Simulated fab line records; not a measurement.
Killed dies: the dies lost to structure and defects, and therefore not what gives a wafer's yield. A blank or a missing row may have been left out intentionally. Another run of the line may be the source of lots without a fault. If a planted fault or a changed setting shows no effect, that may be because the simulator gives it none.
Struck lot and sound lot, side by side -- flow n5Finfet -- 16 out of 1938 route steps
Sound: the wafers L827.2, L827.5, L827.6. Struck: wafer L837.6 (L837.1, L837.4, from the same lot, were not struck and are left out); the cause is given at the end.
Each step with rows lists, per side, the tool, then ch with its chambers, then its first start. Under that, the readings that differ: sound wafers -- struck wafers -- difference of the means -- sigmas: that difference in standard deviations of wafers without a fault.
alike: readings whose means differ by less than 2 such deviations, and words and numbers that are the same on both sides. not compared: withheld readings, readings that some wafer has no value for, bounds like >300 that may hide the same value, and numbers for which the record gives no deviation and whose values overlap.
A row with sigmas, a row that says differs or no value, or rows on one side alone: a step with any of these is where the two part. Numbers that have no deviation but don't overlap get no sigmas and don't part them. A reading missing from all wafers of one side parts the sides only when that side holds two or more wafers.

N5_GATE_CUT_INSPECT_15: inspects for defects (brightfield).
  sound on defectInspect-02, day 6 11:29; struck on defectInspect-02, day 8 23:56
  alike: rawDefectCount
N5_GATE_CUT_DESCUM_18: chemistry O2, time 7 s.
  sound on rieDiel-02 ch 0,2,3, day 6 11:31; struck on rieDiel-03 ch 1, day 8 23:58
reading,sound,struck,difference,sigmas
throttleValvePct (%),20.30 20.57 20.13,20.93,+0.60,+3
  alike: chamberPressureMTorr, drypumpMotorCurrentA, oesProductAu, rfVppV, showerheadPlenumPTorr
  not compared: rfHoursCounterH
N5_GATE_CUT_ETCH_28: etches underlayer in N2/H2, target depth 13 nm, time 10.4 s.
  sound on rieDiel-02 ch 0,2,3, day 6 11:33; struck on rieDiel-03 ch 1, day 9 00:00
reading,sound,struck,difference,sigmas
etchRfOnTimeS (s),11.0 10.6 10.8,9.4,-1.4,-4
  alike: biasW, chamberPressureMTorr, drypumpMotorCurrentA, oesProductAu, rfVppV, showerheadPlenumPTorr, throttleValvePct
  not compared: rfHoursCounterH
then, 4 steps without rows for these wafers: N5_GATE_CUT_ETCH_36 (etches SiARC in CF4, target depth 13 nm, time 21.7 s); N5_GATE_CUT_ETCH_37 (etches SOC in N2/H2, target depth 60 nm, overetch 12 nm, time 90 s); N5_GATE_CUT_STRIP_38 (strips in N2/H2); N5_GATE_CUT_STRIP_39 (strips in N2/H2).
N5_GATE_CUT_HM_OPEN_40: chemistry C4F6/O2, target SiO2, target depth 139 nm, time 85.1 s.
  sound on rieDiel-02 ch 0,2,3, day 6 11:41; struck on rieDiel-03 ch 1, day 9 00:08
  alike: chamberPressureMTorr, drypumpMotorCurrentA, etchRfOnTimeS, oesProductAu, rfVppV, showerheadPlenumPTorr, throttleValvePct
  not compared: rfHoursCounterH
then, 1 step without rows for these wafers: N5_GATE_CUT_STRIP_41 (strips in CF4).
N5_GATE_CUT_STRIP_42: strips in O2.
  sound on rieDiel-02 ch 0,2,3, day 6 11:46; struck on rieDiel-03 ch 1, day 9 00:13
reading,sound,struck,difference,sigmas
throttleValvePct (%),16.62 16.78 16.53,17.07,+0.43,+2
  alike: chamberPressureMTorr, drypumpMotorCurrentA, oesProductAu, rfVppV, showerheadPlenumPTorr
  not compared: rfHoursCounterH
then, 1 step without rows for these wafers: N5_GATE_CUT_ETCH_19 (etches SiNx in CH3F/O2, target depth 53.7 nm, time 76.7 s).
N5_GATE_CUT_CUT_ETCH_53: etches W in SF6/Cl2, target depth 79.2 nm.
  sound on rieMetal-01 ch 0,1, day 6 11:55; struck on rieMetal-03 ch 0, day 9 00:22
reading,sound,struck,difference,sigmas
throttleValvePct (%),28.1 29.2 28.1,29.7,+1.2,+2
  alike: biasW, chamberPressureMTorr, drypumpMotorCurrentA, etchRfOnTimeS, oesProductAu
  not compared: rfHoursCounterH
N5_GATE_CUT_CUT_ETCH_54: etches TiN in Cl2/BCl3, target depth 96.7 nm.
  sound on rieMetal-01 ch 0,1, day 6 11:58; struck on rieMetal-03 ch 0, day 9 00:25
reading,sound,struck,difference,sigmas
biasW (W),126.1 125.5 126.0,132.0,+6.1,+17
throttleValvePct (%),21.7 22.5 21.7,22.7,+0.7,+2
  alike: chamberPressureMTorr, drypumpMotorCurrentA, etchRfOnTimeS, oesProductAu
  not compared: rfHoursCounterH
then, 1 step without rows for these wafers: N5_GATE_CUT_CUT_ETCH_55 (etches HfO2 in BCl3, target depth 3.2 nm).
-- the record jumps here: 4 days lie between the struck wafers' starts before and after (it left off in module GATE_CUT and takes up again in module BEOL_M4, whose first step shown is number 1111 of the route) --
N5_BEOL_M4_RC_MEAS_101:
  sound on prober-02 ch 0, day 10 14:57; struck on prober-02 ch 0, day 12 22:35
  alike: DIBL_N, DIBL_P, IOFF_N, IOFF_P, ION_N, ION_P, SS_N, SS_P, VT_N, VT_P
-- a jump in the record: the struck wafers' starts before and after are 4 days apart (it breaks off in module BEOL_M4 and resumes in module PASSIVATION, where the first step shown is number 1936 of the route) --
N5_PASSIVATION_PROBE_49:
  sound on prober-02, day 15 03:05; struck on prober-01, day 17 04:14
  alike: defectLimitedYield, killed_at_M0_to_M3, killed_at_M4_up, killedAtContacts, killedAtFrontEnd, killedAtOther, killedDies, killedOnRim, killedOpen, killedShort, sort_bin_5_function, sort_bin_6_memory, sort_bin_8_speed, sortNPass, sortYieldPct

WHERE THEY PART
At N5_GATE_CUT_DESCUM_18 first; at N5_GATE_CUT_CUT_ETCH_54 last (within this record only). Later steps at which nothing parts them and some readings are alike: N5_BEOL_M4_RC_MEAS_101, N5_PASSIVATION_PROBE_49.

WHY: whatever the simulator had introduced
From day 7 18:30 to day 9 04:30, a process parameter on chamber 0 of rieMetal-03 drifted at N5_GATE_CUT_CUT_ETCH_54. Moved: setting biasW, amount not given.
